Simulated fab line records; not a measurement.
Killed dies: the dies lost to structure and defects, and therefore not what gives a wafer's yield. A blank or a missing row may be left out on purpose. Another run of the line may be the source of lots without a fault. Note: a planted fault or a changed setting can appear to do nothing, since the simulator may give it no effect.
fab line records	flow n5-finfet
record lots=9	wafers=27	last-day=18
route steps=1938 shown FIN_SAQP@100 BEOL_M4@1111 PASSIVATION@1936
lots untouched by any fault: they come from a run of this same line in which no faults occurred
start-h: the number of hours between the record's first day and the start of the first shown wafer of the lot	wait-h: time in hours since the lot's previous step	" unchanged from the row above	L1.1+2: one row covering several wafers at once	- no value, or no start given	* or withheld: withheld	< > ~ a bound
route shown NAME@n: NAME is a module with steps in the file, n the number in the route of the first one	usual: mean/standard deviation of fault-free wafers	same: alike in all rows	chamber/n: place in a boat	sites: readings site by site	_std_site: their standard deviation	_edge_site: mean of outer sites minus mean of inner sites	radius-mm: for every site, how far away it sits from the centre of the wafer	mask NAME#n: copy n	behind: tool/chamber where the wafer was last shaped	hold: the reason the lot was held/the length of the hold in hours/how it ended	device: the n, p or np transistor that did not switch	end of line: at the end of the route, the tests of the same wafers	a step without rows: its recipe alone	killed: count of dies lost to structure and defects at first sort (not the wafer's yield)	map: a wafer's dies, x killed, . not, _ none there
set.NAME: the setting as run; set.NAME@STEP: as run at that earlier step	model.NAME: the simulator's own value behind a step, which no gauge read
a sample of lots followed through the steps of the route, with each step as a table and each wafer as a row
services: the hour from which a tool's chamber was out of use, counted from the record's first day as start-h (under 0 if before that day), plus the number of hours and why
## steps
# step N5_FIN_SAQP_PECVD_06
# recipe material=a-Si	target-thk-a=600	temp-c=400	precursor=SiH4/He	pressure-torr=3	rf-w=100	time-s=48.1
# usual heater-power-w=848/87	showerhead-plenum-p-Torr=5.66/0.04	showerhead-vpp-V=624/21	throttle-valve-pct=18.2/0.99
# same time-s=48.1
lot.wafer	tool	chamber	start-h	wait-h	heater-power-w	showerhead-plenum-p-Torr	showerhead-vpp-V	throttle-valve-pct
L655.1	pecvd-01	1	21.22	0.0	779	5.62	629	17.6
L655.2	"	0	"	"	883	5.63	613	19.6
L655.5	"	1	"	"	796	5.60	620	17.6
L659.4	pecvd-04	2	45.16	0.0	872	5.70	622	16.8
L659.5	"	1	"	"	815	5.71	651	17.3
L659.6	"	0	"	"	938	5.65	616	20.0
L661.1	pecvd-02	2	57.54	0.0	938	5.58	594	18.4
L661.4	"	2	"	"	912	5.58	605	18.4
L661.5	"	1	"	"	955	5.67	629	18.5
L671.1	pecvd-01	1	116.65	0.0	832	5.60	632	17.8
L671.2	"	0	"	"	894	5.64	610	19.4
L671.6	"	1	"	"	823	5.60	631	17.6
L672.1	pecvd-02	1	122.86	0.0	861	5.68	638	18.4
L672.4	"	1	"	"	889	5.68	633	18.5
L672.6	"	2	"	"	889	5.58	599	18.3
L675.1	pecvd-04	1	143.44	0.0	702	5.70	653	17.7
L675.5	"	1	"	"	691	5.69	655	17.6
L675.6	"	0	"	"	890	5.66	596	19.9
L676.2	pecvd-04	0	147.20	0.0	942	5.67	593	19.8
L676.5	"	2	"	"	900	5.69	645	16.9
L676.6	"	1	"	"	787	5.68	658	17.4
L677.1	pecvd-04	0	153.25	0.0	978	5.67	592	19.6
L677.2	"	1	"	"	712	5.69	652	17.6
L677.3	"	2	"	"	858	5.69	644	17.1
L678.1	pecvd-02	2	159.44	0.0	1001	5.58	599	18.3
L678.2	"	0	"	"	755	5.65	588	18.3
L678.4	"	2	"	"	988	5.58	607	18.5
# step N5_FIN_SAQP_SPACER1_ALD_24
# recipe material=SiO2	target-thk-a=203	temp-c=300	ald-precursor-family=BDEAS	ald-co-reactant=O2-plasma	pulse-time-s=1	purge-time-s=2	co-reactant-purge-time-s=2	ald-cycles=218	pressure-torr=2
# usual ald-cycles=218/0	heater-power-w=468/39	precursor-pulse-height-rel=0.997/0.018
# same co-reactant-purge-time-s=2
lot.wafer	tool	chamber	start-h	wait-h	ald-cycles	heater-power-w	precursor-pulse-height-rel
L655.1	ald-sin-02	3	23.09	0.3	218	464	0.996
L655.2	"	1	"	"	218	414	0.977
L655.5	"	0	"	"	218	471	0.986
L659.4	ald-sin-02	0	47.87	1.0	218	459	0.986
L659.5	"	1	"	"	345	415	1.003
L659.6	"	2	"	"	218	394	0.990
L661.1	ald-sin-02	3	59.51	0.6	218	450	0.999
L661.4	"	2	"	"	218	403	1.002
L661.5	"	0	"	"	345	466	0.979
L671.1	ald-sin-01	1	118.65	0.3	218	440	0.979
L671.2	"	2	"	"	218	538	0.999
L671.6	"	0	"	"	218	460	0.999
L672.1	ald-sin-03	1	124.79	0.3	218	470	0.996
L672.4	"	0	"	"	218	487	0.968
L672.6	"	3	"	"	218	475	1.008
L675.1	ald-sin-01	2	145.13	0.3	218	546	1.001
L675.5	"	0	"	"	218	465	0.992
L675.6	"	1	"	"	218	426	0.969
L676.2	ald-sin-01	2	150.01	0.7	218	532	0.982
L676.5	"	0	"	"	218	447	0.990
L676.6	"	3	"	"	218	530	0.988
L677.1	ald-sin-03	0	154.91	0.3	218	483	1.025
L677.2	"	2	"	"	218	502	0.987
L677.3	"	3	"	"	218	492	0.971
L678.1	ald-sin-01	1	161.25	0.3	218	429	1.026
L678.2	"	2	"	"	218	535	0.985
L678.4	"	1	"	"	218	438	0.996
# step N5_FIN_SAQP_CD_MEAS_27
# recipe target-cd-nm=20	landing-energy-ev=1000	detector=se-inlens	polarity=line
# usual cd-nm=20.28/0.22
lot.wafer	tool	chamber	start-h	wait-h	cd-nm
L655.1	cd-sem-03	0	24.07	0.1	19.92
L655.2	"	0	"	"	20.18
L655.5	"	0	"	"	19.98
L659.4	cd-sem-02	0	48.79	0.1	20.09
L659.5	"	0	"	"	32.41
L659.6	"	0	"	"	20.28
L661.1	cd-sem-02	0	60.57	0.1	20.56
L661.4	"	0	"	"	20.71
L661.5	"	0	"	"	32.00
L671.1	cd-sem-02	0	119.57	0.1	20.23
L671.2	"	0	"	"	20.27
L671.6	"	0	"	"	20.07
L672.1	cd-sem-02	0	125.71	0.1	20.17
L672.4	"	0	"	"	19.84
L672.6	"	0	"	"	20.60
L675.1	cd-sem-03	0	146.05	0.1	20.20
L675.5	"	0	"	"	20.10
L675.6	"	0	"	"	20.44
L676.2	cd-sem-01	0	150.98	0.1	19.68
L676.5	"	0	"	"	20.29
L676.6	"	0	"	"	20.07
L677.1	cd-sem-02	0	155.84	0.1	20.29
L677.2	"	0	"	"	20.29
L677.3	"	0	"	"	19.95
L678.1	cd-sem-01	0	162.17	0.1	20.64
L678.2	"	0	"	"	20.46
L678.4	"	0	"	"	20.82
# step N5_FIN_SAQP_ETCH_69
# recipe chemistry=N2/H2	target=SOC	target-depth-a=1500	stop-on=SiNx	ion-energy-ev=100	bias-w=61	pressure-mtorr=30	source-w=850	n2-flow-sccm=200	h2-flow-sccm=200
# usual drypump-motor-current-A=5.6/0.46	oes-product-au=0.74/0.053	rf-vpp-V=240.1/0.98	showerhead-plenum-p-Torr=2.51/0.035	throttle-valve-pct=17.88/0.21
lot.wafer	tool	chamber	start-h	wait-h	drypump-motor-current-A	oes-product-au	rf-hours-counter-h	rf-vpp-V	showerhead-plenum-p-Torr	throttle-valve-pct
L655.1	rie-diel-05	0	24.79	-	5.1	0.71	182	239.6	2.54	17.75
L655.2	"	2	"	"	5.1	0.77	116	238.7	2.46	17.87
L655.5	"	2	"	"	5.1	0.76	-	239.4	2.46	17.85
L659.4	rie-diel-02	2	49.50	-	6.0	0.76	132	241.6	2.55	18.18
L659.5	"	3	"	"	6.1	0.80	-	239.5	2.58	17.64
L659.6	"	2	"	"	6.0	0.76	-	239.7	2.55	18.18
L661.1	rie-diel-01	3	61.62	-	4.8	0.77	148	241.5	2.54	17.99
L661.4	"	2	"	"	5.7	0.70	220	240.3	2.51	18.14
L661.5	"	1	"	"	5.7	0.71	-	238.8	2.52	17.91
L671.1	rie-diel-05	3	120.29	-	5.7	0.70	192	241.6	2.52	18.14
L671.2	"	0	"	"	5.1	0.68	215	239.6	2.52	17.79
L671.6	"	2	"	"	5.2	0.74	-	238.4	2.44	17.91
L672.1	rie-diel-05	2	126.44	-	5.1	0.72	154	240.6	2.44	17.92
L672.4	"	0	"	"	5.1	0.68	217	239.2	2.52	17.80
L672.6	"	2	"	"	5.1	0.73	-	239.9	2.44	17.92
L675.1	rie-diel-05	2	146.78	-	5.2	0.72	161	239.7	2.44	17.93
L675.5	"	1	"	"	6.0	0.70	-	239.8	2.49	17.80
L675.6	"	2	"	"	5.2	0.72	-	239.0	2.44	17.93
L676.2	rie-diel-02	2	151.79	-	6.0	0.73	162	241.9	2.54	18.21
L676.5	"	0	"	"	5.6	0.78	-	240.2	2.46	17.73
L676.6	"	3	"	"	6.0	0.76	-	239.7	2.56	17.70
L677.1	rie-diel-01	3	156.55	-	4.8	0.73	187	240.0	2.53	18.07
L677.2	"	0	"	"	6.5	0.87	39	239.8	2.49	17.38
L677.3	"	1	"	"	5.7	0.69	227	239.5	2.51	17.97
L678.1	rie-diel-05	0	162.88	-	5.1	0.69	224	239.2	2.52	17.81
L678.2	"	2	"	"	5.2	0.72	167	239.8	2.44	17.93
L678.4	"	3	"	"	5.7	0.70	206	240.3	2.51	18.16
# step N5_FIN_SAQP_ETCH_67
# recipe chemistry=CH3F/O2	target=SiNx	target-depth-a=300	mask-material=SOC	pressure-mtorr=30	source-w=395	bias-w=73	Ar_flow_sccm=150	CH3F_flow_sccm=30	O2_flow_sccm=20	ion-energy-ev=120
# usual drypump-motor-current-A=5.6/0.46	oes_o_777_au=0.74/0.051	oes-product-au=0.74/0.056	rf-vpp-V=297.3/2.3	showerhead-plenum-p-Torr=1.974/0.03	throttle-valve-pct=16.44/0.22
lot.wafer	tool	chamber	start-h	wait-h	drypump-motor-current-A	oes_o_777_au	oes-product-au	rf-hours-counter-h	rf-vpp-V	showerhead-plenum-p-Torr	throttle-valve-pct
L655.1	rie-diel-05	0	24.85	0.0	5.1	0.72	0.72	182	294.3	1.991	16.28
L655.2	"	2	"	"	5.1	0.77	0.78	116	297.6	1.925	16.35
L655.5	"	2	"	"	5.2	0.77	0.77	-	298.0	1.925	16.34
L659.4	rie-diel-02	2	49.56	0.0	6.0	0.76	0.76	132	293.4	2.011	16.73
L659.5	"	3	"	"	6.1	0.82	0.81	-	297.2	2.027	16.23
L659.6	"	2	"	"	6.0	0.76	0.77	-	294.0	2.011	16.74
L661.1	rie-diel-01	3	61.68	0.0	4.8	0.76	0.77	148	298.8	2.002	16.48
L661.4	"	2	"	"	5.7	0.71	0.70	220	293.1	1.979	16.75
L661.5	"	1	"	"	5.7	0.72	0.71	-	299.9	1.975	16.41
L671.1	rie-diel-05	3	120.35	0.0	5.8	0.71	0.72	192	296.4	1.986	16.76
L671.2	"	0	"	"	5.1	0.69	0.69	215	293.4	1.980	16.34
L671.6	"	2	"	"	5.1	0.74	0.73	-	299.2	1.914	16.40
L672.1	rie-diel-05	2	126.50	0.0	5.2	0.74	0.74	154	297.5	1.913	16.41
L672.4	"	0	"	"	5.1	0.69	0.69	217	292.2	1.978	16.35
L672.6	"	2	"	"	5.1	0.75	0.73	-	298.1	1.913	16.41
L675.1	rie-diel-05	2	146.84	0.0	5.2	0.74	0.73	161	298.5	1.911	16.42
L675.5	"	1	"	"	6.0	0.71	0.71	-	299.5	1.970	16.46
L675.6	"	2	"	"	5.1	0.74	0.73	-	297.3	1.910	16.43
L676.2	rie-diel-02	2	151.85	0.0	5.9	0.74	0.74	162	293.6	2.001	16.79
L676.5	"	0	"	"	5.6	0.79	0.80	-	297.7	1.937	16.35
L676.6	"	3	"	"	6.1	0.78	0.78	-	296.8	2.017	16.27
L677.1	rie-diel-01	3	156.61	0.0	4.8	0.72	0.74	187	300.4	1.989	16.55
L677.2	"	0	"	"	6.5	0.87	0.88	39	297.3	1.956	15.93
L677.3	"	1	"	"	5.7	0.70	0.69	227	300.1	1.967	16.48
L678.1	rie-diel-05	0	162.94	0.0	5.1	0.69	0.68	224	292.8	1.976	16.36
L678.2	"	2	"	"	5.1	0.74	0.73	167	299.3	1.908	16.43
L678.4	"	3	"	"	5.8	0.70	0.72	207	296.6	1.981	16.80
# step N5_BEOL_M4_RC_MEAS_101
# usual DIBL_N=36.5/1.4	DIBL_P=36.5/1.6	IOFF_N=0.163/0.022	IOFF_P=0.219/0.029	ION_N=675/8.3	ION_P=464/6.2	SS_N=71.5/0.52	SS_P=73.4/0.57	VT_N=249.7/2.6	VT_P=-250/3
lot.wafer	tool	chamber	start-h	wait-h	DIBL_N[mV/V]	DIBL_P[mV/V]	IOFF_N[nA/um]	IOFF_P[nA/um]	ION_N[uA/um]	ION_P[uA/um]	SS_N[mV/dec]	SS_P[mV/dec]	VT_N[mV]	VT_P[mV]
L655.1	prober-02	0	164.98	0.4	35.8	35.3	0.140	0.185	661	459	71.2	72.5	250.8	-250
L655.2	"	0	"	"	38.3	37.5	0.177	0.224	671	462	72.1	73.1	248.6	-247
L655.5	"	0	"	"	36.7	37.0	0.152	0.201	670	465	71.2	72.9	249.0	-249
L661.1	prober-02	0	208.24	0.0	33.4	33.0	0.120	0.162	675	459	71.2	72.3	252.0	-251
L661.4	"	0	"	"	35.9	36.4	0.169	0.212	688	473	72.3	73.6	247.8	-249
L659.4	prober-02	0	211.63	0.5	38.0	38.5	0.187	0.234	682	462	72.1	74.0	247.6	-249
L659.6	"	0	"	"	37.7	38.7	0.194	0.236	687	461	72.0	73.9	246.8	-251
L671.1	prober-02	0	262.20	0.0	35.7	36.0	0.149	0.210	663	454	70.7	72.8	249.4	-250
L671.2	"	0	"	"	33.7	32.7	0.110	0.162	665	457	70.4	72.7	255.0	-256
L671.6	"	0	"	"	35.3	35.5	0.152	0.212	682	468	71.2	73.4	249.5	-247
L672.1	prober-02	0	271.91	0.0	37.0	38.0	0.185	0.256	686	470	71.1	73.8	248.4	-249
L672.4	"	0	"	"	37.5	37.7	0.187	0.247	677	460	72.3	73.7	250.2	-247
L672.6	"	0	"	"	37.3	37.9	0.180	0.249	680	467	71.8	73.4	248.8	-246
L675.1	prober-02	0	290.68	0.0	38.5	38.0	0.175	0.240	681	464	71.3	74.3	250.5	-247
L675.5	"	0	"	"	38.7	37.9	0.184	0.244	666	460	71.4	74.3	248.6	-248
L675.6	"	0	"	"	38.1	37.6	0.174	0.248	685	471	71.4	74.0	247.6	-247
L676.2	prober-01	0	298.36	0.2	35.9	37.2	0.158	0.203	675	467	71.4	73.2	251.6	-253
L676.5	"	0	"	"	34.6	35.2	0.136	0.166	668	458	70.9	73.3	251.9	-258
L676.6	"	0	"	"	36.0	37.6	0.166	0.203	682	463	71.8	73.5	249.8	-252
L677.1	prober-02	0	310.36	0.0	35.7	37.9	0.170	0.230	681	472	72.5	73.4	250.1	-248
L677.2	"	0	"	"	33.3	34.6	0.127	0.184	675	467	71.0	72.6	252.1	-251
L677.3	"	0	"	"	35.0	36.6	0.151	0.217	675	465	71.1	73.3	250.0	-249
L678.1	prober-02	0	316.72	0.0	36.6	35.7	0.149	0.218	661	460	71.8	73.4	251.6	-250
L678.2	"	0	"	"	37.2	36.7	0.164	0.243	665	458	72.8	73.9	250.0	-248
L678.4	"	0	"	"	34.9	33.8	0.132	0.196	667	467	71.7	72.7	254.0	-251
# step N5_PASSIVATION_PROBE_49
# usual defect-limited-yield=91.2/1.6	killed_at_M0_to_M3=33/11	killed_at_M4_up=15/6.2	killed-at-contacts=15/7.1	killed-at-front-end=38/12	killed-at-other=4/3.5	killed-dies=104/19	killed-on-rim=14/4	killed-open=69/14	killed-short=34/8.5	sort_bin_5_function=5.2/0.99	sort_bin_6_memory=3.3/0.77	sort-n-pass=1076/19	sort-yield-pct=91.2/1.6
# same gross-dies=1180	killed-at-back-side=0	sort_bin_4_leakage[%]=0	sort_bin_8_speed[%]=0
lot.wafer	tool	chamber	start-h	wait-h	defect-limited-yield[%]	killed_at_M0_to_M3	killed_at_M4_up	killed-at-contacts	killed-at-front-end	killed-at-other	killed-dies	killed-on-rim	killed-open	killed-short	sort_bin_5_function[%]	sort_bin_6_memory[%]	sort-n-pass	sort-yield-pct[%]
L661.1	prober-02	-	309.11	0.0	91.7	50	23	6	18	1	98	18	67	30	4.7	3.1	1082	91.7
L661.4	prober-02	-	309.26	0.2	95.3	17	6	5	27	1	56	3	37	19	2.8	1.9	1124	95.3
L661.5	prober-02	-	309.31	0.2	0	39	4	0	1136	1	1180	152	50	25	97.1	2.6	0	0
L659.4	prober-01	-	311.25	0.2	92.0	39	5	12	36	2	94	18	67	27	5.1	2.7	1086	92.0
L659.5	prober-01	-	311.30	0.2	0	27	11	14	1128	0	1180	152	63	23	97.2	2.5	0	0
L659.6	prober-01	-	311.35	0.3	90.2	27	18	21	50	0	116	18	76	40	5.8	3.7	1064	90.2
# killed by level:class
L661.1 BEOL_M0_SAQP:geometric-particle:open=13 BEOL_M1:geometric-particle:open=12 BEOL_M0_SAQP:geometric-particle:short=10 FIN_SAQP:geometric-particle:open=5 BEOL_M1:geometric-particle:short=5 BEOL_M4:geometric-particle:open=5 BEOL_M8:geometric-particle:open=5 BEOL_M3:geometric-particle:open=4
L661.4 GATE_CUT:geometric-particle:short=6 BEOL_M3:geometric-particle:open=5 FIN_SAQP:geometric-particle:open=4 GATE_CUT:geometric-particle:open=4 MOL_CONTACT_COAG:geometric-particle:open=4 BEOL_M0:geometric-particle:open=4 BEOL_M0_SAQP:geometric-particle:open=3 FIN_SAQP:geometric-particle:short=2
L661.5 FIN_SAQP:area-ald=1105 BEOL_M1:geometric-particle:open=9 BEOL_M3:geometric-particle:open=9 FIN_SAQP:geometric-particle:open=7 SPACER0:geometric-particle:open=5 BEOL_M2:geometric-particle:open=5 BEOL_M2:geometric-particle:short=5 SPACER0:geometric-particle:short=4
L659.4 STI_FIN_REVEAL:geometric-particle:open=11 BEOL_M2:geometric-particle:open=11 MOL_CONTACT_COAG:geometric-particle:open=10 BEOL_M1:geometric-particle:open=9 FIN_SAQP:geometric-particle:open=8 BEOL_M0_SAQP:geometric-particle:short=8 STI_FIN_REVEAL:geometric-particle:short=3 ILD0:geometric-particle:open=3
L659.5 FIN_SAQP:area-ald=1094 STI_FIN_REVEAL:geometric-particle:open=15 MOL_CONTACT_COAG:geometric-particle:open=13 BEOL_M2:geometric-particle:open=9 STARTING-WAFER:geometric-particle:short=5 BEOL_M1:geometric-particle:open=4 BEOL_M0:geometric-particle:short=4 BEOL_M3:geometric-particle:open=4
L659.6 STI_FIN_REVEAL:geometric-particle:open=13 MOL_CONTACT_COAG:geometric-particle:open=13 BEOL_M4:geometric-particle:open=11 FIN_SAQP:geometric-particle:open=8 MOL_CONTACT_COAG:geometric-particle:short=8 BEOL_M0_SAQP:geometric-particle:short=6 DUMMY_GATE:geometric-particle:open=5 STARTING-WAFER:geometric-particle:short=4
## services
tool	chamber	start-h	hours	kind
pecvd-04	2	-2.37	5.5	scheduled-down
pecvd-01	2	2.18	4.6	repair
ald-sin-02	-	9.95	6.1	pm
rie-diel-05	-	27.59	0.6	repair
rie-diel-01	0	32.52	-	clean
rie-diel-05	1	35.20	6.2	repair
pecvd-04	2	45.59	15.7	repair
rie-diel-01	1	50.00	2.5	repair
rie-diel-02	-	55.82	15.6	pm
rie-diel-05	0	62.35	5.0	repair
pecvd-02	2	64.48	3.8	repair
ald-sin-01	-	81.84	0.7	repair
ald-sin-02	-	85.65	14.0	pm
rie-diel-01	1	88.68	15.3	repair
pecvd-02	-	95.69	5.5	pm
ald-sin-02	-	108.99	2.8	pm
pecvd-02	1	114.91	3.9	repair
pecvd-02	-	115.03	2.8	pm
rie-diel-01	1	126.77	8.7	repair
pecvd-02	-	126.84	1.8	repair
rie-diel-05	0	141.50	9.7	repair
pecvd-01	2	153.56	4.9	repair
pecvd-02	-	153.91	0.3	repair
ald-sin-01	3	157.56	52.7	repair
## key
first-sign step=N5_FIN_SAQP_SPACER1_ALD_24	reading=ald-cycles	direction=up	sigmas=99+	usual=*	struck=*
effect step=N5_FIN_SAQP_CD_MEAS_27	reading=cd-nm	direction=up	sigmas=53	usual=20.28	struck=32.20
effect step=N5_PASSIVATION_PROBE_49	reading=sort_bin_5_function	direction=up	sigmas=93	usual=5.2	struck=97.2
more-kills-born-at N5_FIN_SAQP_SPACER1_ALD_24@ald-sin-02=2199
met-at N5_FIN_SAQP_SPACER1_ALD_24
struck-lots L659,L661
struck-wafers L659.5,L661.5
later-rows-left-out L659.5,L661.5
not-acting-at N5_FIN_SAQP_PECVD_06,N5_FIN_SAQP_ETCH_69,N5_FIN_SAQP_ETCH_67
onset-between 23.09 47.87
fault kind=process-parameter-drift	tool=ald-sin-02	chamber=-	onset-h=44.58	steps=N5_FIN_SAQP_SPACER1_ALD_24	channel=ald-cycles	offset=*	shape=step	end-h=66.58	scope=struck-wafers-only	acts-in=*	stated=*
# later-rows-left-out: the simulator's readings of these wafers behind a module that went badly wrong aren't trusted and aren't shown, but for the sort
